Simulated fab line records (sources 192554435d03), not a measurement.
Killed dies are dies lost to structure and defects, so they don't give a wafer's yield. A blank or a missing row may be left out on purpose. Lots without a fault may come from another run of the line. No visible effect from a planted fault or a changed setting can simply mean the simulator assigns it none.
Chamber matching | flow n5_finfet | N5_FIN_CUT_CUT_ETCH_28 on rie_si-01: 4 sister chambers
The step etches Si in HBr/Cl2/O2, target depth 6 nm, time 2.4 s. 4 wafers are shown with their chamber, then 8 later ones without.

## WAFERS, EACH WITH ITS CHAMBER
wafer  | chamber | throttle_valve_pct (%)
L081.1 | 2       | 37.32
L081.4 | 3       | 37.04
L085.5 | 0       | 37.20
L090.1 | 1       | 37.39

## WAFERS MISSING THEIR CHAMBER
wafer  | throttle_valve_pct (%)
L090.5 | 36.87
L090.6 | 37.32
L093.2 | 37.19
L093.3 | 37.30
L093.4 | 37.41
L097.1 | 37.41
L097.2 | 37.31
L097.5 | 37.41

## THE CHAMBER EACH PASSED THROUGH
wafer  | from the rows above          | in truth
L090.5 | 3                            | 3
L090.6 | can't be placed: 2 or 1 or 0 | 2
L093.2 | can't be placed: 0 or 2      | 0
L093.3 | can't be placed: 2 or 1 or 0 | 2
L093.4 | can't be placed: 1 or 2      | 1
L097.1 | can't be placed: 1 or 2      | 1
L097.2 | can't be placed: 2 or 1 or 0 | 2
L097.5 | can't be placed: 1 or 2      | 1
Correctly placed: 1 of 8. These rows do not allow placing 7 (true chamber among the candidates in 7). Number placed wrongly: 0.
How it was worked out, from the rows above alone: a wafer's distance from a chamber is the root of the sum, over the readings, of the square of ((its reading less the chamber's mean) divided by the reading's scatter). If the next closest chamber is less than 2 further off than the closest, the wafer can't be placed; otherwise it belongs to the closest. For every chamber, the mean is computed from those of its wafers that are shown. The scatter: with one shown wafer a chamber, the root of the mean of the squares of how far each hidden wafer lies from its nearest shown one.
